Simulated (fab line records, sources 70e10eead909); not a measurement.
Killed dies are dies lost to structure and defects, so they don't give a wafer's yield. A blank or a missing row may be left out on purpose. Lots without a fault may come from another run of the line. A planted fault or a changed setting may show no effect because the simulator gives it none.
Chamber matching | flow nand_harc | NHARC_A_CONTACT_DESCUM_47 on rie_diel-06: 4 sister chambers
The step chemistry O2, time 3 s. 14 wafers are shown with their chamber, then 7 later ones without.

WAFERS WITH THEIR CHAMBER
wafer  | chamber | drypump_motor_current_A (A) | showerhead_plenum_p_Torr (Torr) | oes_product_au (a.u.)
L314.1 | 2       | 5.3                         | 1.80                            | 1.001
L314.3 | 3       | 5.9                         | 2.00                            | 0.991
L314.6 | 0       | 6.7                         | 1.95                            | 0.979
L315.4 | 1       | 5.0                         | 2.04                            | 0.994
L315.5 | 3       | 5.9                         | 2.00                            | 0.994
L315.6 | 2       | 5.3                         | 1.80                            | 1.008
L317.2 | 1       | 5.0                         | 2.04                            | 1.000
L317.3 | 3       | 5.8                         | 2.00                            | 1.004
L317.6 | 2       | 5.3                         | 1.80                            | 1.003
L320.2 | 1       | 5.0                         | 2.03                            | 0.998
L320.4 | 3       | 5.9                         | 2.00                            | 0.989
L320.5 | 3       | 5.9                         | 2.00                            | 1.006
L325.2 | 0       | 6.7                         | 1.95                            | 0.995
L325.4 | 2       | 5.3                         | 1.79                            | 1.004

SIGNATURES (means of the wafers above)
reading                  | chamber 0 | chamber 1 | chamber 2 | chamber 3 | scatter within a chamber
drypump_motor_current_A  | 6.700     | 5.000     | 5.300     | 5.880     | 0.0283
showerhead_plenum_p_Torr | 1.9500    | 2.0367    | 1.7975    | 2.0000    | 0.00376
oes_product_au           | 0.98700   | 0.99733   | 1.00400   | 0.99680   | 0.00641
Rule: a wafer's distance from a chamber is the root of the sum, over the readings, of the square of ((its reading less the chamber's mean) divided by the reading's scatter). The wafer belongs to the nearest chamber; if the next one is less than 2 further off, it can't be placed. The scatter: the root of (the sum of the squares of (reading less its chamber's mean) over the shown wafers, divided by (wafers less chambers)).

WAFERS WITHOUT THEIR CHAMBER
wafer  | drypump_motor_current_A (A) | showerhead_plenum_p_Torr (Torr) | oes_product_au (a.u.)
L325.5 | 5.9                         | 1.99                            | 0.997
L331.2 | 5.9                         | 1.99                            | 0.996
L331.4 | 5.3                         | 1.79                            | 1.001
L331.5 | 5.0                         | 2.03                            | 0.992
L326.1 | 5.0                         | 2.03                            | 0.996
L326.2 | 5.9                         | 1.99                            | 0.993
L326.6 | 6.7                         | 1.94                            | 0.992

WHICH CHAMBER EACH WENT THROUGH
wafer  | from the rows above | in truth
L325.5 | 3                   | 3
L331.2 | 3                   | 3
L331.4 | 2                   | 2
L331.5 | 1                   | 1
L326.1 | 1                   | 1
L326.2 | 3                   | 3
L326.6 | 0                   | 0
Placed correctly: 7 of 7. Can't be placed from these rows: 0. Placed wrongly: 0.
